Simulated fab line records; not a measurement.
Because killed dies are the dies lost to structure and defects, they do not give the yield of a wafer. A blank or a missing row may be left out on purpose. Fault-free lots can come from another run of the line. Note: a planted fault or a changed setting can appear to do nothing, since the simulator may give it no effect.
The tool behind it: which one? / flow nand-harc / Sampling: 23 lots, 69 wafers, 3 of 1302 route steps

== WHAT EACH GAUGE READ, for each wafer ==
NHARC_A_CHANNEL_HOLE_D1_OVL_MEAS_11. Usual: overlay-x-nm -0.2 nm, standard deviation 1.1; overlay-y-nm 0.2 nm, standard deviation 0.61.
lot=L074; measured=day 8 15:22; on=overlay-01; overlay-x-nm (nm)=-0.1 0.1 0.3; overlay-y-nm (nm)=0.2 0.1 0.0; flag=
lot=L075; measured=day 8 15:32; on=overlay-02; overlay-x-nm (nm)=1.2 0.1 0.6; overlay-y-nm (nm)=0.0 -0.2 -0.1; flag=
lot=L076; measured=day 9 05:14; on=overlay-01; overlay-x-nm (nm)=-2.3 -2.0 -1.9; overlay-y-nm (nm)=-0.7 -0.2 -0.8; flag=
lot=L078; measured=day 9 21:55; on=overlay-02; overlay-x-nm (nm)=1.4 1.1 0.8; overlay-y-nm (nm)=-0.4 -0.2 0.0; flag=
lot=L077; measured=day 9 23:42; on=overlay-02; overlay-x-nm (nm)=-1.1 -0.5 -1.2; overlay-y-nm (nm)=1.4 1.5 1.0; flag=
lot=L079; measured=day 10 10:56; on=overlay-02; overlay-x-nm (nm)=0.6 0.0 0.7; overlay-y-nm (nm)=-0.2 -0.1 -0.4; flag=
lot=L081; measured=day 11 07:32; on=overlay-01; overlay-x-nm (nm)=1.2 1.0 0.9; overlay-y-nm (nm)=0.8 0.6 1.0; flag=
lot=L082; measured=day 11 20:20; on=overlay-01; overlay-x-nm (nm)=-1.8 -1.0 -1.4; overlay-y-nm (nm)=-0.6 -0.4 -0.6; flag=
lot=L084; measured=day 12 08:44; on=overlay-01; overlay-x-nm (nm)=-1.6 -1.3 -1.6; overlay-y-nm (nm)=-0.4 0.2 -0.1; flag=
lot=L083; measured=day 12 10:30; on=overlay-01; overlay-x-nm (nm)=-0.8 -1.1 -1.0; overlay-y-nm (nm)=-0.9 -0.5 -0.8; flag=
lot=L085; measured=day 13 01:20; on=overlay-02; overlay-x-nm (nm)=1.0 0.5 0.7; overlay-y-nm (nm)=0.8 0.5 0.9; flag=
lot=L086; measured=day 13 08:02; on=overlay-01; overlay-x-nm (nm)=-1.8 -1.7 -1.1; overlay-y-nm (nm)=0.4 0.4 0.1; flag=
lot=L087; measured=day 13 15:53; on=overlay-01; overlay-x-nm (nm)=2.0 1.6 1.8; overlay-y-nm (nm)=-0.1 0.0 0.0; flag=
lot=L088; measured=day 14 09:37; on=overlay-01; overlay-x-nm (nm)=1.0 0.8 0.8; overlay-y-nm (nm)=0.6 0.7 0.7; flag=
lot=L089; measured=day 14 15:50; on=overlay-01; overlay-x-nm (nm)=-0.6 -0.9 -0.6; overlay-y-nm (nm)=-0.7 -0.6 -0.4; flag=
lot=L090; measured=day 15 05:03; on=overlay-01; overlay-x-nm (nm)=-0.9 -0.7 -0.8; overlay-y-nm (nm)=-0.1 0.3 0.3; flag=
lot=L091; measured=day 16 02:36; on=overlay-02; overlay-x-nm (nm)=0.1 0.9 0.0; overlay-y-nm (nm)=-0.1 -0.3 -0.3; flag=
lot=L092; measured=day 16 03:17; on=overlay-02; overlay-x-nm (nm)=-0.4 0.0 0.0; overlay-y-nm (nm)=0.7 0.5 0.6; flag=
lot=L093; measured=day 16 16:18; on=overlay-01; overlay-x-nm (nm)=-1.6 -1.9 -1.7; overlay-y-nm (nm)=2.0 1.6 1.9; flag=
lot=L094; measured=day 17 01:35; on=overlay-01; overlay-x-nm (nm)=1.5 1.5 1.4; overlay-y-nm (nm)=0.0 0.4 0.5; flag=
lot=L095; measured=day 17 12:46; on=overlay-02; overlay-x-nm (nm)=-0.4 0.6 -0.4; overlay-y-nm (nm)=-0.1 -0.5 -0.2; flag=
lot=L096; measured=day 17 12:55; on=overlay-01; overlay-x-nm (nm)=0.5 -0.3 -0.2; overlay-y-nm (nm)=0.2 0.8 0.5; flag=
lot=L097; measured=day 17 21:08; on=overlay-02; overlay-x-nm (nm)=-0.2 -0.8 -1.0; overlay-y-nm (nm)=0.8 0.1 0.2; flag=

NHARC_A_ONON_D2_THK_MEAS_34: measures by ellipsometry. Usual: thk-nm 201 nm, standard deviation 3.
lot=L074; measured=day 13 01:02; on=film-metro-02; thk-nm (nm)=203 198 200; flag=
lot=L075; measured=day 13 00:29; on=film-metro-02; thk-nm (nm)=201 205 204; flag=
lot=L076; measured=day 13 20:14; on=film-metro-02; thk-nm (nm)=202 203 204; flag=
lot=L078; measured=day 14 09:38; on=film-metro-02; thk-nm (nm)=197 206 198; flag=
lot=L077; measured=day 14 09:31; on=film-metro-02; thk-nm (nm)=200 198 201; flag=
lot=L079; measured=day 14 19:02; on=film-metro-01; thk-nm (nm)=204 201 207; flag=
lot=L081; measured=day 15 16:18; on=film-metro-01; thk-nm (nm)=199 200 202; flag=
lot=L082; measured=day 16 08:02; on=film-metro-02; thk-nm (nm)=200 204 198; flag=
lot=L084; measured=day 16 14:32; on=film-metro-01; thk-nm (nm)=197 202 205; flag=
lot=L083; measured=day 16 14:52; on=film-metro-01; thk-nm (nm)=202 199 205; flag=
lot=L085; measured=day 17 10:26; on=film-metro-01; thk-nm (nm)=200 204 208; flag=
lot=L086; measured=day 18 05:12; on=film-metro-02; thk-nm (nm)=203 208 205; flag=
lot=L087; measured=day 18 05:13; on=film-metro-01; thk-nm (nm)=202 202 204; flag=
lot=L088; measured=day 18 22:49; on=film-metro-02; thk-nm (nm)=201 199 203; flag=
lot=L089; measured=day 19 12:38; on=film-metro-02; thk-nm (nm)=198 200 199; flag=
lot=L090; measured=day 19 20:59; on=film-metro-02; thk-nm (nm)=196 207 197; flag=
lot=L091; measured=day 20 14:26; on=film-metro-01; thk-nm (nm)=202 201 202; flag=
lot=L092; measured=day 20 14:26; on=film-metro-02; thk-nm (nm)=196 203 207; flag=
lot=L093; measured=day 21 01:58; on=film-metro-01; thk-nm (nm)=201 197 204; flag=
lot=L094; measured=day 21 17:56; on=film-metro-02; thk-nm (nm)=197 198 201; flag=
lot=L095; measured=day 21 18:04; on=film-metro-01; thk-nm (nm)=201 197 205; flag=
lot=L096; measured=day 21 17:39; on=film-metro-01; thk-nm (nm)=202 208 206; flag=
lot=L097; measured=day 22 10:44; on=film-metro-02; thk-nm (nm)=196 202 200; flag=

== WHAT TOOL EACH LOT RAN ON (gives the tool, then ch and the chambers of the sampled wafers, and finally the start) ==
lot=L074; NHARC_A_CHANNEL_HOLE_D1_ETCH_20=har-etch-01 ch 0,1, day 8 16:46
lot=L075; NHARC_A_CHANNEL_HOLE_D1_ETCH_20=har-etch-02 ch 0,1, day 8 17:05
lot=L076; NHARC_A_CHANNEL_HOLE_D1_ETCH_20=har-etch-02 ch 1, day 9 06:41
lot=L078; NHARC_A_CHANNEL_HOLE_D1_ETCH_20=har-etch-01 ch 0,1, day 9 23:37
lot=L077; NHARC_A_CHANNEL_HOLE_D1_ETCH_20=har-etch-02 ch 0,1, day 10 03:43
lot=L079; NHARC_A_CHANNEL_HOLE_D1_ETCH_20=har-etch-01 ch 0,1, day 10 14:47
lot=L081; NHARC_A_CHANNEL_HOLE_D1_ETCH_20=har-etch-02 ch 0,1, day 11 08:59
lot=L082; NHARC_A_CHANNEL_HOLE_D1_ETCH_20=har-etch-02 ch 0,1, day 11 22:05
lot=L084; NHARC_A_CHANNEL_HOLE_D1_ETCH_20=har-etch-02 ch 0,1, day 12 10:11
lot=L083; NHARC_A_CHANNEL_HOLE_D1_ETCH_20=har-etch-01 ch 0,1, day 12 11:58
lot=L085; NHARC_A_CHANNEL_HOLE_D1_ETCH_20=har-etch-01 ch 0,1, day 13 02:53
lot=L086; NHARC_A_CHANNEL_HOLE_D1_ETCH_20=har-etch-02 ch 0,1, day 13 12:59
lot=L087; NHARC_A_CHANNEL_HOLE_D1_ETCH_20=har-etch-01 ch 0,1, day 13 17:19
lot=L088; NHARC_A_CHANNEL_HOLE_D1_ETCH_20=har-etch-01 ch 0,1, day 14 12:07
lot=L089; NHARC_A_CHANNEL_HOLE_D1_ETCH_20=har-etch-02 ch 0,1, day 14 20:58
lot=L090; NHARC_A_CHANNEL_HOLE_D1_ETCH_20=har-etch-01 ch 0,1, day 15 06:41
lot=L091; NHARC_A_CHANNEL_HOLE_D1_ETCH_20=har-etch-01 ch 0,1, day 16 04:06
lot=L092; NHARC_A_CHANNEL_HOLE_D1_ETCH_20=har-etch-02 ch 0,1, day 16 06:40
lot=L093; NHARC_A_CHANNEL_HOLE_D1_ETCH_20=har-etch-01 ch 0,1, day 16 19:20
lot=L094; NHARC_A_CHANNEL_HOLE_D1_ETCH_20=har-etch-01 ch 0,1, day 17 08:28
lot=L095; NHARC_A_CHANNEL_HOLE_D1_ETCH_20=har-etch-01 ch 0,1, day 17 16:26
lot=L096; NHARC_A_CHANNEL_HOLE_D1_ETCH_20=har-etch-02 ch 0,1, day 17 14:31
lot=L097; NHARC_A_CHANNEL_HOLE_D1_ETCH_20=har-etch-02 ch 0,1, day 17 22:44
- NHARC_A_CHANNEL_HOLE_D1_ETCH_20: etches the open film in C4F8/O2/Ar, time 361.9 s, target depth 1600 nm.

== AS READ BY THE TOOLS THEMSELVES (means over the sampled wafers that have a number; for cases with no such wafer, the mark the record gives instead) ==
NHARC_A_CHANNEL_HOLE_D1_ETCH_20. Usual: drypump-motor-current-A 6.0 A, standard deviation 0.45; showerhead-plenum-p-Torr 3.61 Torr, standard deviation 0.11; temp-c -19.99 C, standard deviation 0.11; throttle-valve-pct 32.155 %, standard deviation 0.0096.
lot=L074; tool=har-etch-01; drypump-motor-current-A (A)=6.5; showerhead-plenum-p-Torr (Torr)=3.61; temp-c (C)=-19.90; throttle-valve-pct (%)=32.160; flag=
lot=L075; tool=har-etch-02; drypump-motor-current-A (A)=5.6; showerhead-plenum-p-Torr (Torr)=3.59; temp-c (C)=-20.02; throttle-valve-pct (%)=32.146; flag=
lot=L076; tool=har-etch-02; drypump-motor-current-A (A)=5.6; showerhead-plenum-p-Torr (Torr)=3.53; temp-c (C)=-20.04; throttle-valve-pct (%)=32.146; flag=
lot=L078; tool=har-etch-01; drypump-motor-current-A (A)=6.5; showerhead-plenum-p-Torr (Torr)=3.60; temp-c (C)=-20.00; throttle-valve-pct (%)=32.157; flag=
lot=L077; tool=har-etch-02; drypump-motor-current-A (A)=5.6; showerhead-plenum-p-Torr (Torr)=3.58; temp-c (C)=-20.00; throttle-valve-pct (%)=32.154; flag=
lot=L079; tool=har-etch-01; drypump-motor-current-A (A)=6.4; showerhead-plenum-p-Torr (Torr)=3.66; temp-c (C)=-19.95; throttle-valve-pct (%)=32.151; flag=
lot=L081; tool=har-etch-02; drypump-motor-current-A (A)=5.5; showerhead-plenum-p-Torr (Torr)=3.61; temp-c (C)=-19.94; throttle-valve-pct (%)=32.162; flag=
lot=L082; tool=har-etch-02; drypump-motor-current-A (A)=5.6; showerhead-plenum-p-Torr (Torr)=3.61; temp-c (C)=-20.10; throttle-valve-pct (%)=32.155; flag=
lot=L084; tool=har-etch-02; drypump-motor-current-A (A)=5.6; showerhead-plenum-p-Torr (Torr)=3.57; temp-c (C)=-19.92; throttle-valve-pct (%)=32.161; flag=
lot=L083; tool=har-etch-01; drypump-motor-current-A (A)=6.4; showerhead-plenum-p-Torr (Torr)=3.64; temp-c (C)=-19.94; throttle-valve-pct (%)=32.163; flag=
lot=L085; tool=har-etch-01; drypump-motor-current-A (A)=6.4; showerhead-plenum-p-Torr (Torr)=3.64; temp-c (C)=-19.92; throttle-valve-pct (%)=32.154; flag=
lot=L086; tool=har-etch-02; drypump-motor-current-A (A)=5.6; showerhead-plenum-p-Torr (Torr)=3.56; temp-c (C)=-20.01; throttle-valve-pct (%)=32.161; flag=
lot=L087; tool=har-etch-01; drypump-motor-current-A (A)=6.4; showerhead-plenum-p-Torr (Torr)=3.63; temp-c (C)=-19.90; throttle-valve-pct (%)=32.154; flag=
lot=L088; tool=har-etch-01; drypump-motor-current-A (A)=6.5; showerhead-plenum-p-Torr (Torr)=3.56; temp-c (C)=-20.01; throttle-valve-pct (%)=32.156; flag=
lot=L089; tool=har-etch-02; drypump-motor-current-A (A)=5.5; showerhead-plenum-p-Torr (Torr)=3.59; temp-c (C)=-20.03; throttle-valve-pct (%)=32.156; flag=
lot=L090; tool=har-etch-01; drypump-motor-current-A (A)=6.5; showerhead-plenum-p-Torr (Torr)=3.62; temp-c (C)=-20.11; throttle-valve-pct (%)=32.148; flag=
lot=L091; tool=har-etch-01; drypump-motor-current-A (A)=6.4; showerhead-plenum-p-Torr (Torr)=3.61; temp-c (C)=-20.04; throttle-valve-pct (%)=32.158; flag=
lot=L092; tool=har-etch-02; drypump-motor-current-A (A)=5.6; showerhead-plenum-p-Torr (Torr)=3.54; temp-c (C)=-20.03; throttle-valve-pct (%)=32.159; flag=
lot=L093; tool=har-etch-01; drypump-motor-current-A (A)=6.4; showerhead-plenum-p-Torr (Torr)=3.61; temp-c (C)=-20.05; throttle-valve-pct (%)=32.151; flag=
lot=L094; tool=har-etch-01; drypump-motor-current-A (A)=6.4; showerhead-plenum-p-Torr (Torr)=3.60; temp-c (C)=-20.03; throttle-valve-pct (%)=32.143; flag=
lot=L095; tool=har-etch-01; drypump-motor-current-A (A)=6.5; showerhead-plenum-p-Torr (Torr)=3.54; temp-c (C)=-20.05; throttle-valve-pct (%)=32.149; flag=
lot=L096; tool=har-etch-02; drypump-motor-current-A (A)=5.5; showerhead-plenum-p-Torr (Torr)=3.72; temp-c (C)=-19.89; throttle-valve-pct (%)=32.160; flag=
lot=L097; tool=har-etch-02; drypump-motor-current-A (A)=5.6; showerhead-plenum-p-Torr (Torr)=3.83; temp-c (C)=-20.02; throttle-valve-pct (%)=32.155; flag=

== THE ANSWER, worked out from the rows above alone ==
Rule: a lot counts as off when the mean over its wafers that have a number is more than 3 standard deviations away from the usual mean. Also off: a lot with no number at a reading for which 4 or more lots have one. Where the step has rows for the other lots, those lots are counted as sound. First the gauges in route order, then the tools' own readings, where a lot's mean is used as printed above. The first step at which some lot is off is used, and at that step the reading that is off furthest; a lot without a number counts as furthest.
Nothing can be told from this: no lot is off at any reading shown.

== WHAT WAS PUT IN BY THE SIMULATOR ==
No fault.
